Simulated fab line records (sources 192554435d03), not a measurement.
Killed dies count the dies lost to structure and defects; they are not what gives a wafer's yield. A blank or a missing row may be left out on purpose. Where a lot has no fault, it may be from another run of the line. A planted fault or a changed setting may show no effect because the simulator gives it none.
3 desks looking at one fault    flow n5Finfet    only its own numbers are on each desk; what lay behind them is given at the end

== FOR THE TOOL OWNER'S DESK: rieDiel-03 ==
The tool's own readings at N5_BEOL_M2_STRIP_36 (strips in N2/H2): means of the sampled wafers that have a number, for each lot that ran on this tool. Any lot whose mean is over 4 standard deviations away from the usual mean is out of limits and marked OUT; that distance is given in the brackets.
Columns: A = chamberPressureMTorr at N5_BEOL_M2_STRIP_36, usual 20.00 mTorr; B = drypumpMotorCurrentA at N5_BEOL_M2_STRIP_36, usual 5.7 A; C = oesProductAu at N5_BEOL_M2_STRIP_36, usual 0.81 a.u.; D = rfVppV at N5_BEOL_M2_STRIP_36, usual 59.1 V; E = showerheadPlenumPTorr at N5_BEOL_M2_STRIP_36, usual 2.57 Torr; F = throttleValvePct at N5_BEOL_M2_STRIP_36, usual 23.7 %
lot   first seen here  A                        B    C     D     E     F
L936  day 9 06:53      20.01                    5.4  0.76  58.1  2.60  23.6
L950  day 12 15:14     18.02 (-64) OUT          5.5  0.90  59.6  2.59  23.6
L951  day 13 00:46     16.01 (-99 or more) OUT  5.3  0.90  59.7  2.59  23.5
This desk's finding: out of limits on L950, L951; first on L950, day 12 15:14 (chamberPressureMTorr at N5_BEOL_M2_STRIP_36). L936 stayed within limits.

== AT THE METROLOGY DESK ==
Lot by lot, what the gauges showed, no matter which tool ran the lot: averages of those sampled wafers that carry a number. Any lot whose mean is over 4 standard deviations away from the usual mean is out of limits and marked OUT; that distance is given in the brackets. Of its 11 readings 7 are shown: those that lie furthest out on some lot.
Columns: A = V1_OVL at N5_BEOL_M2_OVL_MEAS_29, usual -0.4 nm; B = DIBL_N at N5_BEOL_M4_RC_MEAS_101, usual 36.1 mV/V; C = DIBL_P at N5_BEOL_M4_RC_MEAS_101, usual 36 mV/V; D = IOFF_P at N5_BEOL_M4_RC_MEAS_101, usual 0.20 nA/um; E = ION_P at N5_BEOL_M4_RC_MEAS_101, usual 462 uA/um; F = SS_N at N5_BEOL_M4_RC_MEAS_101, usual 71.6 mV/dec; G = VT_P at N5_BEOL_M4_RC_MEAS_101, usual -252 mV
lot   first seen here  A     B     C   D     E    F     G
L936  day 9 04:43      0.5   35.4  37  0.16  453  70.9  -258
L938  day 9 09:04      -0.3  35.5  36  0.20  466  71.1  -251
L950  day 11 17:01     0.3   35.5  34  0.21  467  71.7  -248
L951  day 11 23:22     -0.8  38.2  39  0.28  473  72.0  -243
L952  day 12 04:11     -0.5  36.9  37  0.24  469  72.0  -249
L953  day 12 17:19     0.2   35.1  34  0.19  464  70.9  -250
This desk found nothing out of limits on any of the 6 lots.

== THE DEFECT DESK ==
Per lot, the means of the sampled wafers with a number show what the inspections along the route counted. Any lot whose mean is over 4 standard deviations away from the usual mean is out of limits and marked OUT; that distance is given in the brackets.
Columns: A = rawDefectCount at N5_BEOL_M2_INSPECT_30, usual 394
lot   first seen here  A
L936  day 9 04:47      349
L938  day 9 09:07      294
L950  day 11 17:05     265
L951  day 11 23:25     359
L952  day 12 04:14     330
L953  day 12 17:22     505
This desk found nothing out of limits on any of the 6 lots.

== TAKEN TOGETHER ==
An alarm could have come from the tool owner's desk at day 12 15:14, on L950, L951.
Metrology desk: nothing out of limits seen.
Nothing the defect desk looked at was out of limits.
The metrology desk has L950, L951 on record, within its limits.
The defect desk has L950, L951 on record, within its limits.
On rieDiel-03, each named lot ran N5_BEOL_M2_STRIP_36.

== WHAT WAS PUT IN BY THE SIMULATOR ==
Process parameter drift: rieDiel-03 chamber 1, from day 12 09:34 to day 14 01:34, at N5_BEOL_M2_STRIP_36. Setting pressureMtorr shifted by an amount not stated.
Shown lots that were struck: L950, L951.
Each desk's first reading out of limits, in hours after the fault started: the tool owner's desk, 6.
